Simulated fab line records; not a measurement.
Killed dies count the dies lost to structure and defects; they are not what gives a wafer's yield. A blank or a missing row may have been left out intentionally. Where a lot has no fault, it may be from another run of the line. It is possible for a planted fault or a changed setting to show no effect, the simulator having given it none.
Which tool was responsible? :: flow nand-harc :: Sampling: 12 lots, 36 wafers, 6 of 1159 route steps

== WHAT THE GAUGES READ, wafer by wafer ==
NHARC_END_SORT_01.
lot: L999
measured: day 21 07:43
on: prober-02
defect-limited-yield (%): 95.6 95.0 94.8
killed-at-array: 27 29 33
killed-at-other: 0 0 0
killed-at-periphery: 3 5 2
killed-dies: 30 34 35
killed-open: 0 4 2
killed-short: 1 1 1
sort_bin_2_pct (%): 1.5 1.9 1.9
sort_bin_3_pct (%): 0.30 0.44 0.30
sort_bin_4_pct (%): 2.7 2.7 3.0
sort-n-pass: 647 643 642
sort-rim-yield-pct (%): 96 97 92
sort-yield-pct (%): 95.6 95.0 94.8

== TOOL THAT RAN EACH LOT (tool first, then ch and the chambers of the sampled wafers, then the start) ==
lot: L989
NHARC_P_M2_PVD_20: pvd-sputter-02, day 6 11:37 or earlier
NHARC_P_M2_ECD_22: ecd-cu-02 ch 0,1, day 6 11:37
NHARC_P_M2_CMP_23: cmp-01 ch 0,1,2, day 6 12:24
NHARC_P_M2_PRE_CLEAN_32: pecvd-03 ch 0,2, day 6 12:54
NHARC_P_M2_DEP_33: pecvd-03 ch 0,2, day 6 13:01

lot: L992
NHARC_P_M2_PVD_20: pvd-sputter-02, day 7 00:05 or earlier
NHARC_P_M2_ECD_22: ecd-cu-02 ch 0,1, day 7 00:05
NHARC_P_M2_CMP_23: cmp-02 ch 1,2,3, day 7 00:51
NHARC_P_M2_PRE_CLEAN_32: pecvd-03 ch 0,2, day 7 01:21
NHARC_P_M2_DEP_33: pecvd-03 ch 0,2, day 7 01:26

lot: L993
NHARC_P_M2_PVD_20: pvd-sputter-02, day 7 02:37 or earlier
NHARC_P_M2_ECD_22: ecd-cu-01 ch 0,1, day 7 02:37
NHARC_P_M2_CMP_23: cmp-04 ch 1,2,3, day 7 03:22
NHARC_P_M2_PRE_CLEAN_32: pecvd-03 ch 0,1,2, day 7 03:54
NHARC_P_M2_DEP_33: pecvd-03 ch 0,1,2, day 7 03:59

lot: L997
NHARC_P_M2_PVD_20: pvd-sputter-03, day 8 08:07 or earlier
NHARC_P_M2_ECD_22: ecd-cu-02 ch 0,1, day 8 08:07
NHARC_P_M2_CMP_23: cmp-02 ch 0,3, day 8 08:47
NHARC_P_M2_PRE_CLEAN_32: pecvd-03 ch 0,1,2, day 8 09:19
NHARC_P_M2_DEP_33: pecvd-03 ch 0,1,2, day 8 09:24

lot: L999
NHARC_P_M2_PVD_20: pvd-sputter-02, day 8 11:49 or earlier
NHARC_P_M2_ECD_22: ecd-cu-02 ch 0,1, day 8 11:49
NHARC_P_M2_CMP_23: cmp-02 ch 1,2,3, day 8 12:32
NHARC_P_M2_PRE_CLEAN_32: pecvd-02 ch 0,1,2, day 8 12:59
NHARC_P_M2_DEP_33: pecvd-02 ch 0,1,2, day 8 13:04

lot: L100
NHARC_P_M2_PVD_20: pvd-sputter-03, day 9 12:31 or earlier
NHARC_P_M2_ECD_22: ecd-cu-01 ch 1, day 9 12:31
NHARC_P_M2_CMP_23: cmp-01 ch 0,2,3, day 9 13:16
NHARC_P_M2_PRE_CLEAN_32: pecvd-02 ch 1,2, day 9 14:14
NHARC_P_M2_DEP_33: pecvd-02 ch 1,2, day 9 14:23

lot: L101
NHARC_P_M2_PVD_20: pvd-sputter-03, day 9 13:06 or earlier
NHARC_P_M2_ECD_22: ecd-cu-01 ch 0,1, day 9 13:06
NHARC_P_M2_CMP_23: cmp-02 ch 1,2,3, day 9 13:51
NHARC_P_M2_PRE_CLEAN_32: pecvd-01 ch 0,1, day 9 14:23
NHARC_P_M2_DEP_33: pecvd-01 ch 0,1, day 9 14:30

lot: L104
NHARC_P_M2_PVD_20: pvd-sputter-03, day 9 22:37 or earlier
NHARC_P_M2_ECD_22: ecd-cu-01 ch 0,1, day 9 22:37
NHARC_P_M2_CMP_23: cmp-01 ch 0,2,3, day 9 23:14
NHARC_P_M2_PRE_CLEAN_32: pecvd-03 ch 0,1, day 9 23:46
NHARC_P_M2_DEP_33: pecvd-03 ch 0,1, day 9 23:51

lot: L103
NHARC_P_M2_PVD_20: pvd-sputter-01, day 9 23:38 or earlier
NHARC_P_M2_ECD_22: ecd-cu-01 ch 0,1, day 9 23:38
NHARC_P_M2_CMP_23: cmp-02 ch 0,1,3, day 10 00:18
NHARC_P_M2_PRE_CLEAN_32: pecvd-02 ch 0,1,2, day 10 00:52
NHARC_P_M2_DEP_33: pecvd-02 ch 0,1,2, day 10 00:58

lot: L106
NHARC_P_M2_PVD_20: pvd-sputter-03, day 10 11:06 or earlier
NHARC_P_M2_ECD_22: ecd-cu-01 ch 0,1, day 10 11:06
NHARC_P_M2_CMP_23: cmp-01 ch 0,1,2, day 10 11:51
NHARC_P_M2_PRE_CLEAN_32: pecvd-01 ch 0,1,2, day 10 12:22
NHARC_P_M2_DEP_33: pecvd-01 ch 0,1,2, day 10 12:26

lot: L110
NHARC_P_M2_PVD_20: pvd-sputter-01, day 11 15:06 or earlier
NHARC_P_M2_ECD_22: ecd-cu-01 ch 0,1, day 11 15:06
NHARC_P_M2_CMP_23: cmp-02 ch 0,1,2, day 11 15:49
NHARC_P_M2_PRE_CLEAN_32: pecvd-01 ch 0,1,2, day 11 16:21
NHARC_P_M2_DEP_33: pecvd-01 ch 0,1,2, day 11 16:26

lot: L112
NHARC_P_M2_PVD_20: pvd-sputter-03, day 12 00:59 or earlier
NHARC_P_M2_ECD_22: ecd-cu-01 ch 0,1, day 12 00:59
NHARC_P_M2_CMP_23: cmp-01 ch 2,3, day 12 01:47
NHARC_P_M2_PRE_CLEAN_32: pecvd-01 ch 1,2, day 12 02:21
NHARC_P_M2_DEP_33: pecvd-01 ch 1,2, day 12 02:25
- NHARC_P_M2_PVD_20: deposits TaN, target thk 5 nm, time 8.06 s.
- NHARC_P_M2_ECD_22: material Cu, target thk 400 nm.
- NHARC_P_M2_CMP_23: polishes, t overpolish 20 s, target thk 144.3 nm.
- NHARC_P_M2_PRE_CLEAN_32: time 12 s.
- NHARC_P_M2_DEP_33: deposits SiCN, target thk 30 nm.

== AS READ BY THE TOOLS THEMSELVES (means over the sampled wafers that have a number; for cases with no such wafer, the mark the record gives instead) ==
NHARC_P_M2_PVD_20.
lot: L989
tool: pvd-sputter-02
throttle-valve-pct (%): 30.1

lot: L992
tool: pvd-sputter-02
throttle-valve-pct (%): 30.0

lot: L993
tool: pvd-sputter-02
throttle-valve-pct (%): 30.9

lot: L997
tool: pvd-sputter-03
throttle-valve-pct (%): 30.9

lot: L999
tool: pvd-sputter-02
throttle-valve-pct (%): 31.3

lot: L100
tool: pvd-sputter-03
throttle-valve-pct (%): 30.8

lot: L101
tool: pvd-sputter-03
throttle-valve-pct (%): 30.4

lot: L104
tool: pvd-sputter-03
throttle-valve-pct (%): 30.6

lot: L103
tool: pvd-sputter-01
throttle-valve-pct (%): 30.6

lot: L106
tool: pvd-sputter-03
throttle-valve-pct (%): 30.9

lot: L110
tool: pvd-sputter-01
throttle-valve-pct (%): 30.6

lot: L112
tool: pvd-sputter-03
throttle-valve-pct (%): 30.5

NHARC_P_M2_CMP_23.
lot: L989
tool: cmp-01
edge-zone-pressure-frac: 0.996
motor-current-A (A): 12.0
time-to-endpoint-s (s): 25.4

lot: L992
tool: cmp-02
edge-zone-pressure-frac: 1.001
motor-current-A (A): 12.6
time-to-endpoint-s (s): 27.7

lot: L993
tool: cmp-04
edge-zone-pressure-frac: 1.001
motor-current-A (A): 12.0
time-to-endpoint-s (s): 30.9

lot: L997
tool: cmp-02
edge-zone-pressure-frac: 1.002
motor-current-A (A): 13.8
time-to-endpoint-s (s): 18.6

lot: L999
tool: cmp-02
edge-zone-pressure-frac: 1.002
motor-current-A (A): 12.3
time-to-endpoint-s (s): 17.5

lot: L100
tool: cmp-01
edge-zone-pressure-frac: 1.004
motor-current-A (A): 11.7
time-to-endpoint-s (s): 29.4

lot: L101
tool: cmp-02
edge-zone-pressure-frac: 0.999
motor-current-A (A): 12.1
time-to-endpoint-s (s): 30.1

lot: L104
tool: cmp-01
edge-zone-pressure-frac: 1.000
motor-current-A (A): 11.7
time-to-endpoint-s (s): 32.2

lot: L103
tool: cmp-02
edge-zone-pressure-frac: 1.001
motor-current-A (A): 12.9
time-to-endpoint-s (s): 29.7

lot: L106
tool: cmp-01
edge-zone-pressure-frac: 1.005
motor-current-A (A): 12.1
time-to-endpoint-s (s): 27.3

lot: L110
tool: cmp-02
edge-zone-pressure-frac: 1.003
motor-current-A (A): 11.8
time-to-endpoint-s (s): 27.2

lot: L112
tool: cmp-01
edge-zone-pressure-frac: 1.003
motor-current-A (A): 11.2
time-to-endpoint-s (s): 29.0

NHARC_P_M2_PRE_CLEAN_32.
lot: L989
tool: pecvd-03
heater-power-w (W): 704
rf-fwd-power-W (W): 292.1

lot: L992
tool: pecvd-03
heater-power-w (W): 719
rf-fwd-power-W (W): 291.6

lot: L993
tool: pecvd-03
heater-power-w (W): 667
rf-fwd-power-W (W): 292.9

lot: L997
tool: pecvd-03
heater-power-w (W): 670
rf-fwd-power-W (W): 292.6

lot: L999
tool: pecvd-02
heater-power-w (W): 606
rf-fwd-power-W (W): 292.3

lot: L100
tool: pecvd-02
heater-power-w (W): 598
rf-fwd-power-W (W): 292.2

lot: L101
tool: pecvd-01
heater-power-w (W): 721
rf-fwd-power-W (W): 291.8

lot: L104
tool: pecvd-03
heater-power-w (W): 619
rf-fwd-power-W (W): 293.0

lot: L103
tool: pecvd-02
heater-power-w (W): 628
rf-fwd-power-W (W): 291.2

lot: L106
tool: pecvd-01
heater-power-w (W): 697
rf-fwd-power-W (W): 292.8

lot: L110
tool: pecvd-01
heater-power-w (W): 716
rf-fwd-power-W (W): 292.3

lot: L112
tool: pecvd-01
heater-power-w (W): 686
rf-fwd-power-W (W): 291.8

NHARC_P_M2_DEP_33.
lot: L989
tool: pecvd-03
heater-power-w (W): 673
rf-fwd-power-W (W): 447.9

lot: L992
tool: pecvd-03
heater-power-w (W): 635
rf-fwd-power-W (W): 449.3

lot: L993
tool: pecvd-03
heater-power-w (W): 639
rf-fwd-power-W (W): 449.2

lot: L997
tool: pecvd-03
heater-power-w (W): 615
rf-fwd-power-W (W): 448.0

lot: L999
tool: pecvd-02
heater-power-w (W): 597
rf-fwd-power-W (W): 449.7

lot: L100
tool: pecvd-02
heater-power-w (W): 570
rf-fwd-power-W (W): 449.3

lot: L101
tool: pecvd-01
heater-power-w (W): 643
rf-fwd-power-W (W): 447.2

lot: L104
tool: pecvd-03
heater-power-w (W): 590
rf-fwd-power-W (W): 449.1

lot: L103
tool: pecvd-02
heater-power-w (W): 541
rf-fwd-power-W (W): 447.8

lot: L106
tool: pecvd-01
heater-power-w (W): 648
rf-fwd-power-W (W): 448.5

lot: L110
tool: pecvd-01
heater-power-w (W): 668
rf-fwd-power-W (W): 449.0

lot: L112
tool: pecvd-01
heater-power-w (W): 666
rf-fwd-power-W (W): 448.4

== THE ANSWER, worked out from the rows above alone ==
Rule: the lots themselves supply what counts as usual. The widest of any qualifying gaps counts: lots, ordered by their means at a reading, are off when they make up no more than a third of the lots, leave a main group of 4 or more, and stand apart from it by 3 or more times the standard deviation of that group's means. A main group whose means are all the same, to the digits that the tables above print for the reading, isn't used. A lot without any number at a reading at which 4 lots or more have one is off too. Where the step has rows for the other lots, those lots are counted as sound. The gauges are gone through in route order, then the tools' own readings, and for those a lot's mean is taken as printed above. The first step at which some lot is off is used, and at that step the reading that is off furthest; a lot without a number counts as furthest.
Off, at NHARC_P_M2_CMP_23 on time-to-endpoint-s: L997, L999. The main group: mean 28.9 s, standard deviation 1.9.
If a tool, at that step or one of the process steps before it, ran each lot that is off and ran no sound lot following the first of them, it fits. Because NHARC_P_M2_PVD_20 lacks a start for some lots, the hours and order of its lots are taken from NHARC_P_M2_ECD_22. One candidate fits, namely ecd-cu-02 at NHARC_P_M2_ECD_22. Its last sound lot is L992 (day 7 00:05), its first lot that is off L997 (day 8 08:07): a fault that began between those two fits.

== WHAT THE SIMULATOR HAD INSERTED ==
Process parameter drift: ecd-cu-02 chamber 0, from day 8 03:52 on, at NHARC_P_M2_ECD_22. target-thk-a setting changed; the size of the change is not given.
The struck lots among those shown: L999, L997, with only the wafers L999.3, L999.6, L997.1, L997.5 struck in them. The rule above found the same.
